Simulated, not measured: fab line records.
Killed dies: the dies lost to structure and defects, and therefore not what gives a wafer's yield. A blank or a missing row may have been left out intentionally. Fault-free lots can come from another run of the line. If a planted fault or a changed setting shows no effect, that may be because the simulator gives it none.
fab line records | flow nandHarc
record: lots: 13 | wafers: 39 | lastDay: 33
route steps=1302 shown A_STAIRCASE@747 A_BONDPAD@1231 THIN_TSV@1245 END@1302
lots untouched by any fault: they come from a run of this same line in which no faults occurred
startH: hours from the record's opening day to when the first of the lot's shown wafers began | waitH: hours elapsed since this lot's preceding step | " repeats the value in the row above | L1.1+2: several wafers, shown together as one row | - either no value or no given start | * or withheld: withheld | < > ~ a bound
route shown NAME@n: names a module that has steps shown in the file, with the first one's number in the route | usual: average and standard deviation across the fault-free wafers | same: alike in all rows | chamber/n: place in a boat | sites: each site's reading | _std_site: their standard deviation | _edge_site: outer sites' mean less inner sites' | radiusMm: for every site, how far away it sits from the centre of the wafer | mask NAME#n: copy n | behind: the tool/chamber that last shaped the wafer | hold: why the lot was held/for how many hours/how that ended | device: transistor that didn't switch, given as n, p or np | end of line: tests run on the same wafers once the route is complete | for a step that has no rows: nothing shown but its recipe | killed: not the wafer's yield, but the dies lost to structure and defects at the first sort | map: a wafer's dies, x killed, . not, _ none there
set.NAME: the setting the step ran with; set.NAME@STEP: the setting that earlier step ran with | model.NAME: the simulator's own value behind a step, which no gauge read
one table for each step of the route and one row for each wafer, over a sample of lots
services: a tool's chamber out of use, with start hour (startH, from the record's first day; less than 0 if before it), hours out, and reason
== steps ==
step: NHARC_A_STAIRCASE_TRIM_233
recipe: timeS: 211.2 | o2FlowSccm: 500 | arFlowSccm: 0 | biasW: 0 | chemistry: O2
usual: drypumpMotorCurrentA: 6.0/0.35 | o2FlowSccm: 500.0/1.4 | oesProductAu: 1.001/0.01 | rfVppV: 57.8/1 | showerheadPlenumPTorr: 3.53/0.13 | throttleValvePct: 17.036/0.0093
same: timeS: 211.2
lot.wafer | tool       | chamber | startH | waitH | drypumpMotorCurrentA | o2FlowSccm | oesProductAu | rfHoursCounterH | rfVppV | showerheadPlenumPTorr | throttleValvePct
L822.2    | rieDiel-10 | 1       | 362.46 | -     | 5.0                  | 499.4      | 0.994        | 45              | 58.6   | 3.59                  | 17.036
L822.1    | "          | 0       | "      | "     | 5.7                  | 501.8      | 0.999        | 43              | 56.6   | 3.45                  | 17.026
L822.6    | "          | 2       | "      | "     | 5.7                  | 500.3      | 0.993        | -               | 57.5   | 3.48                  | 17.045
L824.2    | rieDiel-09 | 3       | 383.72 | -     | 5.9                  | 501.0      | 1.001        | 16              | 58.6   | 3.53                  | 17.037
L824.1    | "          | 1       | "      | "     | 6.2                  | 497.3      | 0.997        | 13              | 56.9   | 3.46                  | 17.045
L824.6    | "          | 3       | "      | "     | 5.9                  | 501.3      | 0.991        | -               | 56.8   | 3.53                  | 17.036
L827.2    | rieDiel-10 | 2       | 409.86 | -     | 5.8                  | 500.6      | 1.000        | 36              | 59.2   | 3.48                  | 17.048
L827.1    | "          | 3       | "      | "     | 6.3                  | 501.1      | 1.018        | 51              | 58.5   | 3.47                  | 17.032
L827.3    | "          | 0       | "      | "     | 5.7                  | 499.8      | 1.000        | 59              | 58.2   | 3.45                  | 17.043
L828.3    | rieDiel-09 | 3       | 421.71 | -     | 5.8                  | 498.1      | 0.997        | 31              | 55.8   | 3.52                  | 17.034
L828.4    | "          | 0       | "      | "     | 6.0                  | 500.2      | 1.005        | 34              | 57.7   | 3.49                  | 17.051
L828.2    | "          | 2       | "      | "     | 6.2                  | 499.9      | 1.002        | 31              | 56.9   | 3.33                  | 17.035
L826.4    | rieDiel-09 | 0       | 422.56 | -     | 6.1                  | 499.8      | 1.008        | 35              | 58.9   | 3.49                  | 17.038
L826.2    | "          | 2       | "      | "     | 6.1                  | 498.8      | 1.012        | 31              | 57.6   | 3.33                  | 17.043
L826.5    | "          | 0       | "      | "     | 6.0                  | 500.2      | 0.996        | -               | 57.8   | 3.49                  | 17.027
L830.4    | rieDiel-09 | 1       | 448.19 | -     | 6.2                  | 501.1      | 1.012        | 36              | 58.4   | 3.45                  | 17.023
L830.3    | "          | 3       | "      | "     | 5.9                  | 500.6      | 0.997        | 38              | 58.1   | 3.52                  | 17.031
L830.6    | "          | 0       | "      | "     | 6.0                  | 499.9      | 0.998        | -               | 57.3   | 3.48                  | 17.032
L829.2    | rieDiel-09 | 2       | 448.26 | -     | 6.1                  | 503.1      | 1.009        | 39              | 57.9   | 3.33                  | 17.037
L829.1    | "          | 1       | "      | "     | 6.2                  | 497.9      | 1.018        | 36              | 56.8   | 3.44                  | 17.033
L829.5    | "          | 3       | "      | "     | 5.9                  | 498.5      | 0.998        | -               | 57.7   | 3.52                  | 17.048
L831.6    | rieDiel-02 | 2       | 468.55 | -     | 6.5                  | 500.1      | 1.000        | -               | 58.4   | 3.76                  | 17.030
L831.4    | "          | 3       | "      | "     | 5.5                  | 500.1      | 0.991        | -               | 57.4   | 3.40                  | 17.073
L831.5    | "          | 0       | "      | "     | 6.1                  | 500.5      | 1.004        | -               | 58.3   | 3.77                  | 17.037
L832.2    | rieDiel-02 | 1       | 477.33 | -     | 5.8                  | 496.8      | 1.004        | 25              | 57.2   | 3.60                  | 17.050
L832.6    | "          | 3       | "      | "     | 5.5                  | 498.3      | 0.998        | -               | 57.1   | 3.40                  | 17.025
L832.5    | "          | 0       | "      | "     | 6.1                  | 501.6      | 0.997        | -               | 59.7   | 3.77                  | 17.040
L834.1    | rieDiel-10 | 3       | 477.61 | -     | 6.2                  | 500.1      | 1.003        | 16              | 55.9   | 3.45                  | 17.027
L834.6    | "          | 1       | "      | "     | 5.0                  | 500.6      | 1.011        | -               | 58.5   | 3.56                  | 17.041
L834.4    | "          | 0       | "      | "     | 5.8                  | 500.9      | 1.005        | -               | 59.4   | 3.43                  | 17.040
L833.3    | rieDiel-02 | 3       | 481.10 | -     | 5.5                  | 500.9      | 0.981        | 24              | 58.9   | 3.40                  | 17.031
L833.4    | "          | 0       | "      | "     | 6.1                  | 499.5      | 1.013        | 24              | 58.9   | 3.77                  | 17.035
L833.5    | "          | 2       | "      | "     | 6.5                  | 500.2      | 0.990        | -               | 55.3   | 3.75                  | 17.028
L835.3    | rieDiel-02 | 3       | 510.44 | -     | 5.5                  | 498.3      | 0.995        | 35              | 57.4   | 3.39                  | 17.047
L835.6    | "          | 3       | "      | "     | 5.5                  | 498.8      | 0.985        | -               | 57.2   | 3.39                  | 17.037
L835.5    | "          | 0       | "      | "     | 6.2                  | 502.3      | 1.021        | -               | 59.6   | 3.76                  | 17.039
L843.3    | rieDiel-10 | 1       | 583.87 | -     | 5.0                  | 498.9      | 1.002        | 52              | 57.7   | 3.55                  | 17.048
L843.2    | "          | 3       | "      | "     | 6.3                  | 503.7      | 0.994        | 49              | 56.5   | 3.44                  | 17.045
L843.6    | "          | 2       | "      | "     | 5.8                  | 502.6      | 1.006        | -               | 57.1   | 3.45                  | 17.030
step: NHARC_A_BONDPAD_CMP_19
recipe: tOverpolishS: 30 | cuRecessTouchS: 16 | targetThkNm: 169.82
usual: motorCurrentA: 11.8/1.8 | overpolishRunS: 29.999/0.0091
same: cuRecessTouchS: 16
lot.wafer | tool   | chamber | startH | waitH | motorCurrentA | overpolishRunS
L822.1    | cmp-03 | 3       | 534.16 | -     | 13.1          | 29.990
L822.2    | "      | 1       | "      | "     | 12.3          | 29.994
L822.6    | "      | 2       | "      | "     | 9.5           | 30.002
L824.2    | cmp-03 | 3       | 547.08 | -     | 13.0          | 30.003
L824.1    | "      | 0       | "      | "     | 14.9          | 29.989
L824.6    | "      | 2       | "      | "     | 9.4           | 30.008
L827.2    | cmp-04 | 0       | 570.05 | -     | 8.2           | 29.997
L827.3    | "      | 2       | "      | "     | 11.6          | 29.990
L827.1    | "      | 3       | "      | "     | 12.7          | 30.015
L828.2    | cmp-01 | 0       | 596.89 | -     | 12.3          | 29.987
L828.3    | "      | 2       | "      | "     | 12.6          | 30.011
L828.4    | "      | 3       | "      | "     | 12.6          | 30.000
L826.4    | cmp-01 | 1       | 598.14 | -     | 9.8           | 30.006
L826.2    | "      | 3       | "      | "     | 13.2          | 29.987
L826.5    | "      | 0       | "      | "     | 12.5          | 30.015
L829.1    | cmp-03 | 3       | 615.43 | -     | 13.2          | 30.004
L829.2    | "      | 0       | "      | "     | 15.6          | 30.003
L829.5    | "      | 1       | "      | "     | 12.3          | 30.018
L830.4    | cmp-03 | 2       | 615.61 | -     | 10.1          | 29.996
L830.3    | "      | 0       | "      | "     | 15.4          | 29.997
L830.6    | "      | 3       | "      | "     | 13.3          | 30.008
L831.4    | cmp-01 | 3       | 637.52 | -     | 13.6          | 29.991
L831.5    | "      | 1       | "      | "     | 10.0          | 30.005
L831.6    | "      | 2       | "      | "     | 12.5          | 30.002
L832.2    | cmp-01 | 0       | 653.89 | -     | 12.3          | 29.985
L832.5    | "      | 2       | "      | "     | 13.1          | 29.987
L832.6    | "      | 3       | "      | "     | 12.7          | 29.999
L834.4    | cmp-04 | 2       | 655.09 | -     | 11.7          | 29.993
L834.1    | "      | 0       | "      | "     | 7.7           | 30.004
L834.6    | "      | 2       | "      | "     | 12.0          | 29.985
L833.3    | cmp-01 | 0       | 680.00 | -     | 12.5          | 30.000
L833.4    | "      | 1       | "      | "     | 9.8           | 29.993
L833.5    | "      | 3       | "      | "     | 11.8          | 29.984
L835.3    | cmp-04 | 3       | 680.46 | -     | 12.7          | 30.006
L835.5    | "      | 2       | "      | "     | 11.5          | 30.013
L835.6    | "      | 3       | "      | "     | 12.1          | 29.989
L843.3    | cmp-04 | 1       | 750.27 | -     | 12.2          | 30.018
L843.2    | "      | 3       | "      | "     | 12.3          | 30.014
L843.6    | "      | 1       | "      | "     | 12.5          | 30.001
step: NHARC_A_BONDPAD_THK_MEAS_20
recipe: thkMeasGauge: xrf
usual: thkNm: 170.0/1.4
lot.wafer | tool         | chamber | startH | waitH | thkNm
L822.1    | filmMetro-02 | -       | 534.46 | -     | 170.8
L822.2    | "            | -       | "      | "     | 166.7
L822.6    | "            | -       | "      | "     | 168.7
L824.1    | filmMetro-02 | -       | 547.37 | -     | 169.5
L824.2    | "            | -       | "      | "     | 170.2
L824.6    | "            | -       | "      | "     | 168.7
L827.1    | filmMetro-02 | -       | 570.37 | -     | 170.3
L827.2    | "            | -       | "      | "     | 170.5
L827.3    | "            | -       | "      | "     | 169.7
L828.2    | filmMetro-01 | -       | 597.21 | -     | 172.1
L828.3    | "            | -       | "      | "     | 172.3
L828.4    | "            | -       | "      | "     | 172.1
L826.2    | filmMetro-01 | -       | 598.43 | -     | 169.5
L826.4    | "            | -       | "      | "     | 170.2
L826.5    | "            | -       | "      | "     | 171.3
L829.1    | filmMetro-01 | -       | 615.69 | -     | 169.8
L829.2    | "            | -       | "      | "     | 169.7
L829.5    | "            | -       | "      | "     | 169.4
L830.3    | filmMetro-01 | -       | 615.94 | -     | 169.5
L830.4    | "            | -       | "      | "     | 169.7
L830.6    | "            | -       | "      | "     | 168.6
L831.4    | filmMetro-02 | -       | 637.78 | -     | 168.3
L831.5    | "            | -       | "      | "     | 169.6
L831.6    | "            | -       | "      | "     | 170.3
L832.2    | filmMetro-02 | -       | 654.16 | -     | 171.7
L832.5    | "            | -       | "      | "     | 172.1
L832.6    | "            | -       | "      | "     | 172.0
L834.1    | filmMetro-02 | -       | 655.39 | -     | 168.9
L834.4    | "            | -       | "      | "     | 172.7
L834.6    | "            | -       | "      | "     | 172.0
L833.3    | filmMetro-01 | -       | 680.26 | -     | 171.8
L833.4    | "            | -       | "      | "     | 169.1
L833.5    | "            | -       | "      | "     | 170.4
L835.3    | filmMetro-01 | -       | 680.77 | -     | 170.2
L835.5    | "            | -       | "      | "     | 170.3
L835.6    | "            | -       | "      | "     | 169.8
L843.2    | filmMetro-02 | -       | 750.56 | -     | 169.5
L843.3    | "            | -       | "      | "     | 169.3
L843.6    | "            | -       | "      | "     | 172.7
step: NHARC_THIN_TSV_CMP_01
recipe: targetThkUm: 3
usual: motorCurrentA: 12.1/1.7
lot.wafer | tool   | chamber | startH | waitH | motorCurrentA
L822.2    | cmp-03 | 0       | 547.92 | 0.8   | 14.9
L822.1    | "      | 1       | "      | "     | 12.4
L822.6    | "      | 0       | "      | "     | 15.0
L824.1    | cmp-03 | 3       | 558.49 | 1.1   | 13.0
L824.2    | "      | 1       | "      | "     | 12.3
L824.6    | "      | 3       | "      | "     | 13.1
L827.3    | cmp-02 | 2       | 581.58 | 0.6   | 11.2
L827.2    | "      | 0       | "      | "     | 12.5
L827.1    | "      | 1       | "      | "     | 12.4
L826.2    | cmp-03 | 2       | 608.33 | 0.8   | 9.8
L826.4    | "      | 3       | "      | "     | 13.2
L826.5    | "      | 3       | "      | "     | 13.1
L828.3    | cmp-02 | 3       | 609.58 | 0.7   | 14.4
L828.4    | "      | 0       | "      | "     | 11.7
L828.2    | "      | 1       | "      | "     | 11.4
L830.4    | cmp-04 | 3       | 626.76 | 0.4   | 13.1
L830.3    | "      | 2       | "      | "     | 10.9
L830.6    | "      | 3       | "      | "     | 12.2
L829.1    | cmp-04 | 0       | 627.99 | 1.0   | 8.5
L829.2    | "      | 1       | "      | "     | 12.1
L829.5    | "      | 3       | "      | "     | 12.7
L831.4    | cmp-04 | 3       | 648.91 | 0.4   | 12.3
L831.5    | "      | 3       | "      | "     | 12.4
L831.6    | "      | 0       | "      | "     | 8.7
L832.2    | cmp-02 | 0       | 666.73 | 0.9   | 12.1
L832.6    | "      | 1       | "      | "     | 11.9
L832.5    | "      | 2       | "      | "     | 11.8
L834.1    | cmp-02 | 3       | 667.92 | 1.1   | 14.1
L834.4    | "      | 1       | "      | "     | 12.4
L834.6    | "      | 3       | "      | "     | 14.1
L833.3    | cmp-02 | 0       | 691.75 | 0.6   | 12.3
L833.4    | "      | 2       | "      | "     | 11.7
L833.5    | "      | 1       | "      | "     | 11.9
L835.3    | cmp-02 | 1       | 694.18 | 0.7   | 12.7
L835.6    | "      | 0       | "      | "     | 11.7
L835.5    | "      | 1       | "      | "     | 12.2
L843.2    | cmp-03 | 1       | 762.78 | 0.9   | 12.5
L843.3    | "      | 3       | "      | "     | 13.2
L843.6    | "      | 0       | "      | "     | 14.9
step: NHARC_END_SORT_01
recipe: tempC: 25
usual: killedAtArray: 61/26 | killedAtOther: 0.8/1.1 | killedAtPeriphery: 4.0/2.6 | killedDies: 66/26 | killedOpen: 3.1/1.7 | killedShort: 2.5/1.5
same: grossDies: 677
lot.wafer | tool      | chamber | startH | waitH | killedAtArray | killedAtOther | killedAtPeriphery | killedDies | killedOpen | killedShort
L835.3    | prober-02 | 0       | 712.20 | 3.1   | 180           | 1             | 5                 | 186        | 4          | 2
L835.5    | prober-02 | 0       | 713.79 | 3.7   | 104           | 0             | 5                 | 109        | 4          | 1
L835.6    | prober-02 | 0       | 714.58 | 4.0   | 172           | 0             | 3                 | 175        | 0          | 3
killed by level:class
L835.3 A_STAIRCASE:unspecified=87 A_SLIT:chamberFilmFlake=31 A_CHANNEL_HOLE_D1:chamberFilmFlake=27 A_CHANNEL_HOLE_D2:chamberFilmFlake=23 A_CONTACT:chamberFilmFlake=6 P_M0:chamberFilmFlake=3 P_GATE:geometricParticle:short=1 A_CHANNEL_FILL_D1:geometricParticle:open=1
L835.5 A_SLIT:chamberFilmFlake=36 A_CHANNEL_HOLE_D2:chamberFilmFlake=29 A_CHANNEL_HOLE_D1:chamberFilmFlake=24 A_CONTACT:chamberFilmFlake=7 A_WL_FILL:geometricParticle:open=2 P_GATE:chamberFilmFlake=2 A_CHANNEL_FILL_D1:chamberFilmFlake=2 P_GATE:geometricParticle:open=1
L835.6 A_STAIRCASE:unspecified=82 A_SLIT:chamberFilmFlake=35 A_CHANNEL_HOLE_D1:chamberFilmFlake=32 A_CHANNEL_HOLE_D2:chamberFilmFlake=17 A_CONTACT:chamberFilmFlake=2 P_ZERO_WELL:geometricParticle:short=1 A_SGD_CUT:geometricParticle:short=1 A_CONTACT:geometricParticle:short=1
== services ==
tool   | chamber | startH | hours | kind
cmp-03 | -       | 358.08 | 4.0   | pm
cmp-03 | -       | 378.60 | 6.1   | repair
cmp-04 | -       | 405.19 | 4.0   | pm
cmp-04 | -       | 425.74 | 5.9   | repair
cmp-02 | -       | 428.66 | 4.0   | pm
cmp-03 | -       | 436.07 | 3.7   | repair
cmp-03 | -       | 456.08 | 4.0   | pm
cmp-02 | -       | 467.69 | 15.1  | repair
cmp-04 | -       | 503.19 | 4.0   | pm
cmp-03 | -       | 509.87 | 15.2  | repair
cmp-02 | -       | 526.66 | 4.0   | pm
cmp-04 | -       | 553.94 | 3.1   | repair
cmp-03 | -       | 554.08 | 4.0   | pm
cmp-03 | -       | 571.25 | 2.3   | repair
cmp-04 | -       | 573.63 | 1.1   | repair
cmp-04 | -       | 574.76 | 26.8  | repair
cmp-03 | -       | 623.81 | 18.5  | repair
cmp-02 | -       | 624.67 | 4.0   | pm
cmp-03 | -       | 652.12 | 4.0   | pm
cmp-02 | -       | 674.31 | 4.2   | repair
cmp-04 | -       | 699.56 | 4.0   | pm
cmp-02 | -       | 722.67 | 4.0   | pm
cmp-03 | -       | 733.39 | 1.2   | repair
cmp-03 | -       | 750.12 | 4.0   | pm
== key ==
firstSign: step: NHARC_END_SORT_01 | reading: killedAtArray | direction: up | sigmas: 4.5 | usual: 61 | struck: 176
effect: step: NHARC_END_SORT_01 | reading: killedDies | direction: up | sigmas: 4.4 | usual: 66 | struck: 180
moreKillsBornAt: NHARC_A_STAIRCASE_TRIM_233@rieDiel-02: 169
metAt NHARC_A_STAIRCASE_TRIM_233
struckLots L835
struckWafers L835.3,L835.6
testerLeftOut L835
notActingAt NHARC_A_BONDPAD_CMP_19,NHARC_A_BONDPAD_THK_MEAS_20,NHARC_THIN_TSV_CMP_01
onsetBetween 481.10 510.44
fault: kind: chamberParticleSource | tool: rieDiel-02 | chamber: 3 | onsetH: 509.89 | steps: NHARC_A_STAIRCASE_TRIM_233 | ratePerVisitCm2: 0.82443 | endH: 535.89
testerLeftOut: of these lots the tester's yield and bins aren't shown, on N5 and GAA mostly nor the transistor test; their killed dies are dies lost to structure and defects alone, not to doping, threshold or leakage, so they don't give the yield
